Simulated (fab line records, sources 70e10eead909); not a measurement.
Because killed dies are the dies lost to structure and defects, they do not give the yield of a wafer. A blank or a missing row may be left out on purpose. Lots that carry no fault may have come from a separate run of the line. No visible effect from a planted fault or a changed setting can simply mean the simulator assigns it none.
fab line records	flow nand-harc
[record] lots = 24	wafers = 72	last-day = 25
route steps=1159 shown P_GATE@170 P_CONTACT@238
lots untouched by any fault: they come from a run of this same line in which no faults occurred
start-h: the number of hours between the record's first day and the start of the first shown wafer of the lot	wait-h: time in hours since the lot's previous step	" same as the row above	L1.1+2: a row that stands for several wafers	- value missing, or start not given	* or withheld: withheld	< > ~ a bound
route shown NAME@n: NAME is a module with steps in the file, n the number in the route of the first one	usual: the fault-free wafers' mean and standard deviation	same: alike in all rows	chamber/n: place in a boat	sites: the reading at each site	_std_site: how widely they spread, as a standard deviation	_edge_site: mean of outer sites minus mean of inner sites	radius-mm: how far each site lies from the wafer's centre	mask NAME#n: copy n	behind: the tool/chamber that last shaped the wafer	hold: what put the lot on hold/how long, in hours/how the hold closed	device: the transistor (n, p or np) that didn't switch	end of line: the route-end tests of the same wafers	step lacking rows: just its recipe	killed: at the first sort, the dies lost to defects and structure; wafer yield is something else	map: a wafer's dies, marking killed ones x, the rest . and places with no die _
set.NAME: setting as actually run; set.NAME@STEP: the setting as run at that earlier step	model.NAME: the simulator's own value behind a step, which no gauge read
route steps across a sampled set of lots; one table per step, one row per wafer
services: from which hour (start-h, from the record's first day; less than 0 if before it) a tool's chamber was out of use, for how many hours, and why
[[steps]]
[step NHARC_P_GATE_CD_MEAS_46]
[recipe] target-cd-nm = 720	landing-energy-ev = 500
[usual] cd-nm = 718.6/2.8
lot.wafer	tool	chamber	start-h	wait-h	cd-nm
L074.1	cd-sem-01	0	104.26	-	725.0
L074.2	"	0	"	"	718.5
L074.5	"	0	"	"	722.1
L075.1	cd-sem-02	0	104.67	-	718.1
L075.4	"	0	"	"	719.6
L075.6	"	0	"	"	718.8
L077.4	cd-sem-02	0	116.84	-	718.0
L077.5	"	0	"	"	714.6
L077.6	"	0	"	"	721.7
L076.3	cd-sem-03	0	117.61	-	720.7
L076.4	"	0	"	"	720.3
L076.5	"	0	"	"	721.2
L078.1	cd-sem-01	0	124.83	-	717.0
L078.3	"	0	"	"	726.3
L078.4	"	0	"	"	719.5
L079.1	cd-sem-03	0	124.99	-	715.6
L079.4	"	0	"	"	713.4
L079.5	"	0	"	"	715.8
L081.1	cd-sem-03	0	142.16	-	719.0
L081.3	"	0	"	"	717.2
L081.6	"	0	"	"	720.3
L080.1	cd-sem-01	0	142.44	-	724.6
L080.3	"	0	"	"	719.4
L080.4	"	0	"	"	721.9
L082.1	cd-sem-02	0	153.44	-	719.7
L082.2	"	0	"	"	721.1
L082.4	"	0	"	"	721.9
L083.1	cd-sem-02	0	154.11	-	724.7
L083.2	"	0	"	"	719.6
L083.4	"	0	"	"	720.6
L084.4	cd-sem-01	0	164.40	-	717.3
L084.5	"	0	"	"	717.7
L084.6	"	0	"	"	717.0
L085.1	cd-sem-02	0	164.69	-	717.1
L085.4	"	0	"	"	714.8
L085.5	"	0	"	"	716.3
L088.1	cd-sem-02	0	181.76	-	715.0
L088.3	"	0	"	"	714.9
L088.5	"	0	"	"	714.1
L086.1	cd-sem-01	0	181.92	-	722.6
L086.3	"	0	"	"	719.6
L086.5	"	0	"	"	718.7
L087.1	cd-sem-03	0	181.96	-	718.8
L087.5	"	0	"	"	713.6
L087.6	"	0	"	"	715.4
L089.1	cd-sem-02	0	199.50	-	716.1
L089.2	"	0	"	"	713.8
L089.6	"	0	"	"	717.2
L090.1	cd-sem-01	0	200.25	-	719.1
L090.3	"	0	"	"	718.3
L090.6	"	0	"	"	717.2
L091.4	cd-sem-03	0	205.73	-	723.6
L091.5	"	0	"	"	718.7
L091.6	"	0	"	"	718.5
L092.1	cd-sem-02	0	206.49	-	716.0
L092.2	"	0	"	"	717.2
L092.3	"	0	"	"	724.5
L093.2	cd-sem-02	0	212.32	-	719.3
L093.3	"	0	"	"	720.7
L093.6	"	0	"	"	715.9
L094.2	cd-sem-03	0	220.01	-	721.0
L094.4	"	0	"	"	717.4
L094.5	"	0	"	"	717.1
L095.3	cd-sem-02	0	227.08	-	718.1
L095.5	"	0	"	"	720.2
L095.6	"	0	"	"	716.1
L096.1	cd-sem-01	0	234.62	-	718.4
L096.2	"	0	"	"	718.9
L096.3	"	0	"	"	720.3
L097.3	cd-sem-03	0	234.83	-	721.7
L097.4	"	0	"	"	717.1
L097.6	"	0	"	"	717.3
[step NHARC_P_GATE_CD_MEAS_59]
[recipe] target-cd-nm = 720	landing-energy-ev = 500
[usual] cd-nm = 721/3.5
lot.wafer	tool	chamber	start-h	wait-h	cd-nm
L074.1	cd-sem-03	0	106.09	-	718
L074.2	"	0	"	"	718
L074.5	"	0	"	"	716
L075.1	cd-sem-03	0	106.46	-	725
L075.4	"	0	"	"	722
L075.6	"	0	"	"	722
L077.4	cd-sem-02	0	118.62	-	722
L077.5	"	0	"	"	724
L077.6	"	0	"	"	722
L076.3	cd-sem-01	0	119.36	-	717
L076.4	"	0	"	"	719
L076.5	"	0	"	"	721
L078.1	cd-sem-03	0	126.46	-	725
L078.3	"	0	"	"	724
L078.4	"	0	"	"	724
L079.1	cd-sem-02	0	126.75	-	719
L079.4	"	0	"	"	713
L079.5	"	0	"	"	715
L081.1	cd-sem-03	0	143.79	-	718
L081.3	"	0	"	"	719
L081.6	"	0	"	"	719
L080.1	cd-sem-02	0	144.17	-	723
L080.3	"	0	"	"	727
L080.4	"	0	"	"	720
L082.1	cd-sem-03	0	155.20	-	721
L082.2	"	0	"	"	728
L082.4	"	0	"	"	723
L083.1	cd-sem-02	0	155.94	-	716
L083.2	"	0	"	"	720
L083.4	"	0	"	"	719
L084.4	cd-sem-02	0	166.04	-	727
L084.5	"	0	"	"	721
L084.6	"	0	"	"	725
L085.1	cd-sem-01	0	166.89	-	717
L085.4	"	0	"	"	721
L085.5	"	0	"	"	717
L088.1	cd-sem-01	0	183.43	-	716
L088.3	"	0	"	"	716
L088.5	"	0	"	"	716
L086.1	cd-sem-03	0	183.69	-	719
L086.3	"	0	"	"	715
L086.5	"	0	"	"	717
L087.1	cd-sem-01	0	183.92	-	728
L087.5	"	0	"	"	724
L087.6	"	0	"	"	722
L089.1	cd-sem-03	0	201.31	-	723
L089.2	"	0	"	"	726
L089.6	"	0	"	"	725
L090.1	cd-sem-02	0	202.06	-	727
L090.3	"	0	"	"	723
L090.6	"	0	"	"	723
L091.4	cd-sem-02	0	207.38	-	719
L091.5	"	0	"	"	722
L091.6	"	0	"	"	717
L092.1	cd-sem-02	0	208.24	-	717
L092.2	"	0	"	"	719
L092.3	"	0	"	"	721
L093.2	cd-sem-01	0	213.95	-	718
L093.3	"	0	"	"	715
L093.6	"	0	"	"	719
L094.2	cd-sem-01	0	221.66	-	724
L094.4	"	0	"	"	724
L094.5	"	0	"	"	722
L095.3	cd-sem-01	0	228.72	-	721
L095.5	"	0	"	"	718
L095.6	"	0	"	"	717
L096.1	cd-sem-02	0	236.57	-	721
L096.2	"	0	"	"	727
L096.3	"	0	"	"	718
L097.3	cd-sem-02	0	236.74	-	719
L097.4	"	0	"	"	727
L097.6	"	0	"	"	721
[step NHARC_P_GATE_STRIP_76]
[recipe] power-w = 1500	temp-c = 250	chemistry = O2
[usual] drypump-motor-current-A = 5.6/0.44	heater-power-w = 329/21
lot.wafer	tool	chamber	start-h	wait-h	drypump-motor-current-A	heater-power-w	rf-hours-counter-h
L074.2	plasma-asher-02	1	106.90	0.2	4.9	309	31
L074.1	"	0	"	"	6.1	336	31
L074.5	"	0	"	"	6.1	346	-
L075.1	plasma-asher-02	0	107.28	0.2	6.1	345	31
L075.4	"	1	"	"	4.9	303	-
L075.6	"	1	"	"	4.9	306	-
L077.4	plasma-asher-02	1	119.43	0.2	4.9	319	-
L077.5	"	1	"	"	4.9	317	-
L077.6	"	0	"	"	6.1	352	-
L076.4	plasma-asher-01	1	120.17	0.2	5.8	317	-
L076.3	"	0	"	"	5.4	361	-
L076.5	"	1	"	"	5.8	311	-
L078.1	plasma-asher-02	1	127.28	0.2	4.9	310	39
L078.3	"	1	"	"	4.9	314	-
L078.4	"	0	"	"	6.2	343	-
L079.1	plasma-asher-01	0	127.55	0.2	5.5	358	8
L079.4	"	0	"	"	5.5	356	-
L079.5	"	1	"	"	5.8	314	-
L081.1	plasma-asher-01	1	144.60	0.2	5.8	316	12
L081.3	"	1	"	"	5.8	316	-
L081.6	"	1	"	"	5.8	320	-
L080.1	plasma-asher-02	1	145.11	0.2	4.9	306	44
L080.4	"	0	"	"	6.1	346	-
L080.3	"	1	"	"	4.9	305	-
L082.1	plasma-asher-02	0	156.16	0.2	6.1	339	49
L082.2	"	1	"	"	4.9	307	49
L082.4	"	0	"	"	6.1	339	-
L083.2	plasma-asher-02	0	156.77	0.2	6.1	339	49
L083.1	"	1	"	"	4.9	312	49
L083.4	"	1	"	"	4.9	308	-
L084.4	plasma-asher-01	0	166.84	0.2	5.5	347	-
L084.5	"	0	"	"	5.5	354	-
L084.6	"	1	"	"	5.8	314	-
L085.1	plasma-asher-01	0	167.67	0.2	5.5	362	18
L085.4	"	0	"	"	5.5	354	-
L085.5	"	1	"	"	5.8	317	-
L088.1	plasma-asher-01	0	184.25	0.2	5.5	352	23
L088.3	"	1	"	"	5.8	320	-
L088.5	"	0	"	"	5.5	358	-
L086.1	plasma-asher-01	1	184.71	0.2	5.8	309	24
L086.3	"	1	"	"	5.8	315	-
L086.5	"	0	"	"	5.5	361	-
L087.1	plasma-asher-01	0	185.03	0.2	5.5	350	24
L087.5	"	0	"	"	5.5	350	-
L087.6	"	1	"	"	5.8	314	-
L089.1	plasma-asher-01	1	202.11	0.2	5.8	315	32
L089.2	"	0	"	"	5.5	360	32
L089.6	"	1	"	"	5.8	318	-
L090.1	plasma-asher-02	0	202.86	0.2	6.1	322	3
L090.3	"	0	"	"	6.1	323	-
L090.6	"	1	"	"	4.9	292	-
L091.4	plasma-asher-02	1	208.21	0.2	4.9	306	-
L091.5	"	1	"	"	4.9	296	-
L091.6	"	0	"	"	6.1	323	-
L092.2	plasma-asher-02	0	209.07	0.2	6.1	319	5
L092.1	"	1	"	"	4.9	300	5
L092.3	"	0	"	"	6.1	329	-
L093.2	plasma-asher-01	0	214.76	0.2	5.5	354	38
L093.3	"	0	"	"	5.5	348	-
L093.6	"	1	"	"	5.8	318	-
L094.2	plasma-asher-01	0	222.46	0.2	5.5	353	39
L094.4	"	0	"	"	5.5	352	-
L094.5	"	1	"	"	5.8	318	-
L095.3	plasma-asher-01	1	229.53	0.2	5.8	310	-
L095.6	"	1	"	"	5.8	321	-
L095.5	"	0	"	"	5.5	358	-
L096.2	plasma-asher-02	0	237.36	0.2	6.1	329	14
L096.1	"	1	"	"	4.9	291	14
L096.3	"	1	"	"	4.9	295	-
L097.3	plasma-asher-01	1	237.57	0.2	5.8	315	-
L097.4	"	0	"	"	5.5	355	-
L097.6	"	1	"	"	5.8	311	-
[step NHARC_P_GATE_DESCUM_93]
[recipe] time-s = 3	o2-flow-sccm = 200	ar-flow-sccm = 0	bias-power-w = 0	chemistry = O2
[usual] drypump-motor-current-A = 5.8/0.5	oes-product-au = 1.002/0.011	rf-vpp-V = 57.8/0.89	showerhead-plenum-p-Torr = 1.92/0.07	throttle-valve-pct = 11.312/0.0098
lot.wafer	tool	chamber	start-h	wait-h	drypump-motor-current-A	oes-product-au	rf-hours-counter-h	rf-vpp-V	showerhead-plenum-p-Torr	throttle-valve-pct
L074.1	rie-diel-02	0	107.87	-	6.0	0.994	43	59.1	1.85	11.327
L074.2	"	1	"	"	6.2	1.020	44	57.8	1.92	11.321
L074.5	"	1	"	"	6.2	1.017	-	58.6	1.92	11.310
L075.4	rie-diel-07	3	108.25	-	6.2	0.998	14	58.3	2.03	11.316
L075.1	"	1	"	"	5.7	1.015	14	57.5	1.98	11.324
L075.6	"	3	"	"	6.2	1.000	-	60.8	2.03	11.313
L077.4	rie-diel-07	2	120.52	-	5.9	1.020	19	57.8	1.93	11.316
L077.5	"	0	"	"	5.5	1.000	-	56.6	2.00	11.304
L077.6	"	1	"	"	5.6	1.024	-	58.7	1.98	11.330
L076.4	rie-diel-02	3	121.23	-	5.3	0.996	45	59.3	1.90	11.331
L076.3	"	1	"	"	6.2	1.016	50	58.4	1.91	11.320
L076.5	"	0	"	"	6.0	0.986	-	57.5	1.85	11.306
L078.3	rie-diel-02	1	128.25	-	6.2	1.012	51	57.7	1.91	11.314
L078.1	"	3	"	"	5.3	1.002	46	57.8	1.90	11.306
L078.4	"	0	"	"	6.0	0.998	-	58.8	1.85	11.307
L079.1	rie-diel-04	1	128.64	-	5.7	0.992	1	57.5	1.98	11.313
L079.4	"	3	"	"	6.5	0.995	1	60.1	2.01	11.290
L079.5	"	1	"	"	5.7	1.006	-	56.7	1.98	11.313
L081.3	rie-diel-07	2	145.71	-	6.0	1.017	29	58.0	1.93	11.298
L081.1	"	0	"	"	5.5	0.995	28	58.1	2.00	11.308
L081.6	"	2	"	"	6.0	1.015	-	57.6	1.93	11.316
L080.1	rie-diel-04	1	146.18	-	5.7	1.013	6	57.6	1.98	11.326
L080.3	"	2	"	"	5.8	0.999	6	57.6	1.86	11.309
L080.4	"	0	"	"	4.9	0.982	6	57.4	1.81	11.321
L082.1	rie-diel-04	3	157.25	-	6.6	1.007	10	56.4	2.01	11.314
L082.4	"	1	"	"	5.7	1.008	9	58.3	1.98	11.299
L082.2	"	2	"	"	5.8	0.995	9	58.4	1.86	11.300
L083.2	rie-diel-04	2	157.75	-	5.7	1.016	10	56.7	1.86	11.314
L083.4	"	3	"	"	6.5	1.014	10	58.3	2.01	11.316
L083.1	"	0	"	"	4.8	0.990	10	58.4	1.81	11.317
L084.4	rie-diel-04	3	167.93	-	6.6	0.996	12	57.3	2.01	11.311
L084.5	"	0	"	"	4.8	0.978	-	57.1	1.81	11.326
L084.6	"	1	"	"	5.7	0.997	-	58.1	1.97	11.320
L085.1	rie-diel-02	2	168.76	-	5.7	1.002	4	57.6	1.95	11.311
L085.4	"	0	"	"	6.0	1.012	3	57.4	1.85	11.316
L085.5	"	1	"	"	6.2	1.002	-	56.3	1.91	11.313
L088.3	rie-diel-04	2	185.22	-	5.7	0.999	16	57.9	1.86	11.307
L088.1	"	3	"	"	6.5	1.011	16	56.7	2.00	11.321
L088.5	"	2	"	"	5.7	1.000	-	56.8	1.86	11.296
L086.1	rie-diel-04	3	185.82	-	6.6	0.998	16	57.0	2.00	11.311
L086.3	"	1	"	"	5.7	0.997	16	58.0	1.97	11.319
L086.5	"	3	"	"	6.5	1.006	-	57.2	2.00	11.312
L087.1	rie-diel-07	1	186.00	-	5.6	1.011	44	59.5	1.97	11.327
L087.5	"	1	"	"	5.6	1.021	-	55.8	1.97	11.304
L087.6	"	2	"	"	6.0	1.020	-	58.1	1.93	11.305
L089.2	rie-diel-04	3	203.19	-	6.6	1.005	21	58.3	2.00	11.318
L089.1	"	2	"	"	5.7	1.016	21	56.6	1.86	11.315
L089.6	"	0	"	"	4.8	0.979	-	57.1	1.81	11.315
L090.3	rie-diel-04	2	203.94	-	5.7	1.003	21	56.3	1.86	11.317
L090.1	"	3	"	"	6.6	1.001	21	56.9	2.00	11.313
L090.6	"	2	"	"	5.8	1.008	-	58.2	1.86	11.308
L091.4	rie-diel-04	2	209.33	-	5.8	1.006	21	57.1	1.86	11.291
L091.5	"	3	"	"	6.5	1.010	-	57.4	2.00	11.318
L091.6	"	0	"	"	4.8	0.991	-	56.7	1.81	11.326
L092.2	rie-diel-04	3	210.02	-	6.5	1.002	21	59.2	2.00	11.315
L092.3	"	0	"	"	4.9	0.989	20	56.4	1.81	11.303
L092.1	"	2	"	"	5.8	1.006	21	56.2	1.86	11.321
L093.3	rie-diel-07	2	215.84	-	5.9	1.015	60	58.6	1.92	11.320
L093.2	"	3	"	"	6.2	1.002	60	59.9	2.02	11.305
L093.6	"	1	"	"	5.7	1.015	-	58.2	1.96	11.309
L094.4	rie-diel-02	2	223.42	-	5.8	0.998	24	57.5	1.94	11.300
L094.2	"	0	"	"	6.0	1.006	26	58.5	1.84	11.308
L094.5	"	2	"	"	5.8	1.009	-	58.0	1.94	11.324
L095.3	rie-diel-02	1	230.47	-	6.2	1.000	27	58.4	1.90	11.315
L095.5	"	1	"	"	6.2	0.989	-	56.7	1.90	11.325
L095.6	"	2	"	"	5.7	0.996	-	56.7	1.94	11.322
L096.2	rie-diel-04	1	238.46	-	5.7	0.990	25	59.6	1.97	11.306
L096.3	"	2	"	"	5.8	0.991	25	58.1	1.86	11.313
L096.1	"	3	"	"	6.6	1.000	25	60.2	2.00	11.300
L097.3	rie-diel-02	0	238.65	-	6.0	1.007	30	58.0	1.84	11.310
L097.4	"	1	"	"	6.1	1.007	29	57.2	1.90	11.303
L097.6	"	0	"	"	6.0	0.995	-	58.2	1.84	11.312
[step NHARC_P_CONTACT_ETCH_18]
[recipe] target-depth-a = 4810	time-s = 240.5	c4f8-flow-sccm = 20	o2-flow-sccm = 10	ar-flow-sccm = withheld	rf-w = 600	bias-w = 1500	chemistry = C4F8/O2/Ar
[usual] oes-product-au = 0.963/0.019	rf-vpp-V = 977/5.3
lot.wafer	tool	chamber	start-h	wait-h	oes-product-au	rf-hours-counter-h	rf-vpp-V
L074.1	rie-diel-09	0	-	-	0.937	3	983
L074.2	"	2	"	"	0.941	3	970
L074.5	"	1	"	"	0.938	-	980
L075.4	rie-diel-01	1	-	-	0.969	55	972
L075.1	"	2	"	"	0.973	53	970
L075.6	"	3	"	"	0.978	-	970
L077.4	rie-diel-09	3	-	-	0.986	4	979
L077.5	"	1	"	"	0.967	-	980
L077.6	"	2	"	"	0.989	-	968
L076.4	rie-diel-01	1	-	-	0.983	57	972
L076.3	"	2	"	"	0.972	56	969
L076.5	"	0	"	"	0.985	-	980
L078.3	rie-diel-13	1	-	-	0.915	1	978
L078.1	"	2	"	"	0.924	1	971
L078.4	"	3	"	"	0.930	1	979
L079.4	rie-diel-09	1	-	-	0.982	5	982
L079.1	"	3	"	"	0.964	4	979
L079.5	"	0	"	"	0.973	-	983
L081.1	rie-diel-09	1	-	-	0.959	7	981
L081.3	"	3	"	"	0.974	6	978
L081.6	"	0	"	"	0.973	-	984
L080.3	rie-diel-13	1	-	-	0.986	3	978
L080.1	"	3	"	"	0.967	3	978
L080.4	"	0	"	"	0.979	3	981
L082.4	rie-diel-09	3	-	-	0.948	9	979
L082.1	"	0	"	"	0.922	7	983
L082.2	"	1	"	"	0.959	9	981
L083.1	rie-diel-13	1	-	-	0.967	4	977
L083.4	"	2	"	"	0.974	4	970
L083.2	"	3	"	"	0.959	4	980
L084.4	rie-diel-13	1	-	-	0.981	5	976
L084.5	"	1	"	"	0.971	-	977
L084.6	"	2	"	"	0.973	-	971
L085.1	rie-diel-01	2	-	-	0.946	10	969
L085.4	"	1	"	"	0.939	9	970
L085.5	"	2	"	"	0.952	-	969
L088.1	rie-diel-01	3	-	-	0.961	17	970
L088.3	"	0	"	"	0.962	11	981
L088.5	"	2	"	"	0.969	-	970
L086.3	rie-diel-13	3	-	-	0.969	7	978
L086.1	"	0	"	"	0.979	7	982
L086.5	"	3	"	"	0.978	-	979
L087.1	rie-diel-09	1	-	-	0.962	13	978
L087.6	"	1	"	"	0.965	-	979
L087.5	"	2	"	"	0.990	-	970
L089.2	rie-diel-09	2	-	-	0.955	14	969
L089.1	"	3	"	"	0.918	11	981
L089.6	"	3	"	"	0.925	-	979
L090.3	rie-diel-13	3	-	-	0.960	8	980
L090.1	"	1	"	"	0.955	8	978
L090.6	"	3	"	"	0.963	-	980
L091.4	rie-diel-13	0	-	-	0.956	9	982
L091.6	"	0	"	"	0.958	-	983
L091.5	"	1	"	"	0.968	-	977
L092.3	rie-diel-01	2	-	-	0.958	26	967
L092.2	"	3	"	"	0.942	28	972
L092.1	"	0	"	"	0.968	24	979
L093.3	rie-diel-13	3	-	-	0.966	10	978
L093.2	"	1	"	"	0.955	10	976
L093.6	"	3	"	"	0.971	-	979
L094.2	rie-diel-13	1	-	-	0.973	10	978
L094.4	"	3	"	"	0.957	11	977
L094.5	"	2	"	"	0.988	-	970
L095.3	rie-diel-01	1	-	-	0.967	29	970
L095.6	"	1	"	"	0.956	-	971
L095.5	"	2	"	"	0.981	-	968
L096.2	rie-diel-13	3	-	-	0.960	12	978
L096.1	"	1	"	"	0.970	12	977
L096.3	"	2	"	"	0.980	12	969
L097.3	rie-diel-09	3	-	-	0.956	15	980
L097.4	"	2	"	"	1.006	19	969
L097.6	"	0	"	"	0.956	-	985
[step NHARC_P_CONTACT_CD_MEAS_19]
[usual] cd-nm = 89.8/2.3
lot.wafer	tool	chamber	start-h	wait-h	cd-nm
L074.1	cd-sem-01	-	113.45	-	87.4
L074.2	"	-	"	"	87.9
L074.5	"	-	"	"	88.4
L075.1	cd-sem-02	-	114.47	-	91.9
L075.4	"	-	"	"	93.8
L075.6	"	-	"	"	89.6
L077.4	cd-sem-01	-	125.98	-	88.9
L077.5	"	-	"	"	88.1
L077.6	"	-	"	"	89.5
L076.3	cd-sem-01	-	127.08	-	88.3
L076.4	"	-	"	"	91.0
L076.5	"	-	"	"	91.8
L078.1	cd-sem-01	-	133.85	-	90.5
L078.3	"	-	"	"	92.3
L078.4	"	-	"	"	93.4
L079.1	cd-sem-03	-	134.22	-	90.0
L079.4	"	-	"	"	89.3
L079.5	"	-	"	"	89.3
L081.1	cd-sem-01	-	151.16	-	89.0
L081.3	"	-	"	"	91.1
L081.6	"	-	"	"	92.2
L080.1	cd-sem-01	-	152.36	-	90.2
L080.3	"	-	"	"	90.5
L080.4	"	-	"	"	89.8
L082.1	cd-sem-01	-	162.71	-	90.4
L082.2	"	-	"	"	89.2
L082.4	"	-	"	"	89.3
L083.1	cd-sem-01	-	163.34	-	92.5
L083.2	"	-	"	"	91.1
L083.4	"	-	"	"	92.1
L084.4	cd-sem-01	-	173.56	-	92.2
L084.5	"	-	"	"	89.7
L084.6	"	-	"	"	88.5
L085.1	cd-sem-02	-	174.37	-	91.8
L085.4	"	-	"	"	87.0
L085.5	"	-	"	"	88.9
L088.1	cd-sem-02	-	190.99	-	87.0
L088.3	"	-	"	"	90.5
L088.5	"	-	"	"	88.5
L086.1	cd-sem-03	-	192.13	-	89.2
L086.3	"	-	"	"	93.9
L086.5	"	-	"	"	91.3
L087.1	cd-sem-01	-	192.85	-	89.4
L087.5	"	-	"	"	88.2
L087.6	"	-	"	"	90.4
L089.1	cd-sem-02	-	209.15	-	85.8
L089.2	"	-	"	"	88.7
L089.6	"	-	"	"	84.1
L090.1	cd-sem-01	-	209.64	-	91.0
L090.3	"	-	"	"	91.2
L090.6	"	-	"	"	93.1
L091.4	cd-sem-02	-	215.11	-	85.1
L091.5	"	-	"	"	88.4
L091.6	"	-	"	"	92.3
L092.1	cd-sem-01	-	217.04	-	84.6
L092.2	"	-	"	"	87.8
L092.3	"	-	"	"	90.2
L093.2	cd-sem-03	-	221.43	-	89.6
L093.3	"	-	"	"	93.7
L093.6	"	-	"	"	90.9
L094.2	cd-sem-01	-	229.01	-	92.4
L094.4	"	-	"	"	92.7
L094.5	"	-	"	"	91.9
L095.3	cd-sem-03	-	235.95	-	90.2
L095.5	"	-	"	"	90.6
L095.6	"	-	"	"	86.0
L096.1	cd-sem-02	-	244.33	-	89.8
L096.2	"	-	"	"	89.6
L096.3	"	-	"	"	90.2
L097.3	cd-sem-01	-	244.72	-	92.1
L097.4	"	-	"	"	90.7
L097.6	"	-	"	"	89.3
[[services]]
tool	chamber	start-h	hours	kind
rie-diel-04	1	86.16	35.7	repair
rie-diel-13	-	99.01	9.0	pm
plasma-asher-01	-	99.24	9.0	pm
rie-diel-09	-	100.80	1.1	repair
rie-diel-04	2	109.67	10.2	repair
rie-diel-04	-	112.27	9.0	pm
rie-diel-09	3	115.37	3.9	repair
rie-diel-02	3	123.35	4.3	repair
rie-diel-02	2	126.90	3.8	repair
rie-diel-02	3	129.39	6.6	repair
rie-diel-01	-	137.85	9.0	pm
rie-diel-02	-	150.90	9.0	pm
rie-diel-09	0	152.01	9.6	repair
plasma-asher-01	-	152.27	4.5	repair
rie-diel-01	-	152.35	4.5	repair
rie-diel-01	0	159.23	6.3	repair
rie-diel-09	-	160.46	0.9	repair
rie-diel-09	3	165.20	11.1	repair
rie-diel-04	0	177.00	7.6	repair
plasma-asher-02	-	183.25	9.0	pm
rie-diel-02	1	193.72	2.0	repair
rie-diel-02	3	196.56	13.3	repair
rie-diel-09	1	220.08	3.0	repair
rie-diel-13	-	237.10	0.2	repair
[[key]]
fault none
